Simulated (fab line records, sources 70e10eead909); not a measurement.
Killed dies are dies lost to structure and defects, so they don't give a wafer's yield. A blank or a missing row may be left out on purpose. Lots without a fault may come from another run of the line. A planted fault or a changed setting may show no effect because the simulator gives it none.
Chamber matching | flow nand_harc | NHARC_A_CHANNEL_FILL_D1_ETCHBACK_20 on rie_diel-06: 4 sister chambers
The step etches the open film in C4F8/O2/Ar, target depth 27 nm, time 13.5 s. 8 wafers are shown with their chamber, then 7 later ones without.

WAFERS WITH THEIR CHAMBER
wafer  | chamber | rf_vpp_V (V) | oes_product_au (a.u.)
L279.1 | 1       | 969          | 0.95
L279.4 | 2       | 979          | 0.90
L280.3 | 2       | 980          | 0.90
L284.1 | 1       | 969          | 0.94
L287.5 | 3       | 978          | 1.01
L287.6 | 0       | 986          | 1.00
L299.1 | 3       | 980          | 1.02
L299.3 | 0       | 985          | 0.99

WAFERS WITHOUT THEIR CHAMBER
wafer  | rf_vpp_V (V) | oes_product_au (a.u.)
L299.5 | 978          | 1.02
L301.3 | 977          | 0.91
L301.4 | 968          | 0.92
L301.6 | 978          | 0.92
L302.2 | 978          | 0.95
L302.4 | 979          | 0.91
L302.5 | 985          | 0.92

WHICH CHAMBER EACH WENT THROUGH
wafer  | from the rows above | in truth
L299.5 | 3                   | 3
L301.3 | 2                   | 2
L301.4 | 1                   | 1
L301.6 | 2                   | 2
L302.2 | 2                   | 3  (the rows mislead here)
L302.4 | 2                   | 2
L302.5 | 2                   | 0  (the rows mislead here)
Placed correctly: 5 of 7. Can't be placed from these rows: 0. Placed wrongly: 2.
How it was worked out, from the rows above alone: a wafer's distance from a chamber is the root of the sum, over the readings, of the square of ((its reading less the chamber's mean) divided by the reading's scatter). The wafer belongs to the nearest chamber; if the next one is less than 2 further off, it can't be placed. A chamber's mean is the mean of its shown wafers. The scatter: the root of (the sum of the squares of (reading less its chamber's mean) over the shown wafers, divided by (wafers less chambers)).
